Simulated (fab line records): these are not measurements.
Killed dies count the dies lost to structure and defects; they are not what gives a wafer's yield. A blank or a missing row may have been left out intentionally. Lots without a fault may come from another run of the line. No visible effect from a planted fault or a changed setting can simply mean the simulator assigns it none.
Which tool was responsible? + flow n5_finfet + at 1 step of a route of 1938, 24 lots with 72 wafers sampled

== WHAT THE GAUGES READ, wafer by wafer ==
N5_BEOL_M4_OVL_MEAS_29.
| lot  | measured     | on         | V3_OVL (nm)    |
|------|--------------|------------|----------------|
| L074 | day 7 11:19  | overlay-02 | 1.2 -0.7 -0.2  |
| L075 | day 7 14:05  | overlay-02 | 1.1 0.0 0.5    |
| L076 | day 8 05:08  | overlay-02 | -0.5 0.9 0.4   |
| L077 | day 8 08:39  | overlay-02 | -1.0 -0.2 -1.1 |
| L078 | day 8 15:08  | overlay-02 | 0.3 0.8 -0.2   |
| L079 | day 9 03:32  | overlay-02 | 0.7 0.7 0.2    |
| L080 | day 9 11:41  | overlay-01 | 0.9 0.1 0.3    |
| L081 | day 9 13:24  | overlay-01 | 0.4 0.5 0.8    |
| L082 | day 9 18:01  | overlay-02 | -0.1 0.9 0.5   |
| L083 | day 9 18:43  | overlay-01 | -1.6 -1.4 -2.1 |
| L084 | day 10 06:10 | overlay-02 | 0.0 0.7 -0.1   |
| L085 | day 10 11:21 | overlay-02 | -0.8 1.0 0.5   |
| L086 | day 10 20:32 | overlay-01 | 0.3 1.0 0.2    |
| L087 | day 11 01:53 | overlay-01 | -0.2 0.6 0.8   |
| L088 | day 11 04:28 | overlay-02 | 1.0 -0.1 0.0   |
| L089 | day 11 15:27 | overlay-01 | 0.2 0.2 0.2    |
| L090 | day 11 22:53 | overlay-02 | -0.2 -0.9 -0.5 |
| L093 | day 12 00:22 | overlay-01 | 0.0 1.3 0.5    |
| L091 | day 12 00:35 | overlay-02 | 0.7 0.7 0.7    |
| L092 | day 12 06:50 | overlay-02 | 0.6 -0.3 -0.8  |
| L094 | day 13 12:28 | overlay-02 | 0.8 -0.1 -0.3  |
| L095 | day 13 14:58 | overlay-02 | -1.0 0.0 -0.7  |
| L096 | day 13 15:13 | overlay-01 | 0.8 0.2 0.7    |
| L097 | day 13 18:33 | overlay-01 | -0.3 0.2 -0.2  |

== TOOL THAT RAN EACH LOT (tool first, then ch and the chambers of the sampled wafers, then the start) ==
There is no process step in the record ahead of these readings.

== AS READ BY THE TOOLS THEMSELVES (means over the sampled wafers that have a number; for cases with no such wafer, the mark the record gives instead) ==
The record holds no such reading with a usual standard deviation.

== THE ANSWER, worked out from the rows above alone ==
Rule: what is usual is taken from the lots themselves. The widest of any qualifying gaps counts: lots, ordered by their means at a reading, are off when they make up no more than a third of the lots, leave a main group of 4 or more, and stand apart from it by 3 or more times the standard deviation of that group's means. The tables above print the reading to a certain number of digits; a main group whose means all agree to those digits is not used. A lot without any number at a reading at which 4 lots or more have one is off too. The other lots that the step has rows for count as sound. First the gauges in route order, then the tools' own readings, where a lot's mean is used as printed above. At the first step where some lot is off, the reading lying furthest off is the one used; lots without a number count as furthest.
No lot is off at any reading shown: from this, nothing can be told.

== WHAT HAD BEEN PUT IN BY THE SIMULATOR ==
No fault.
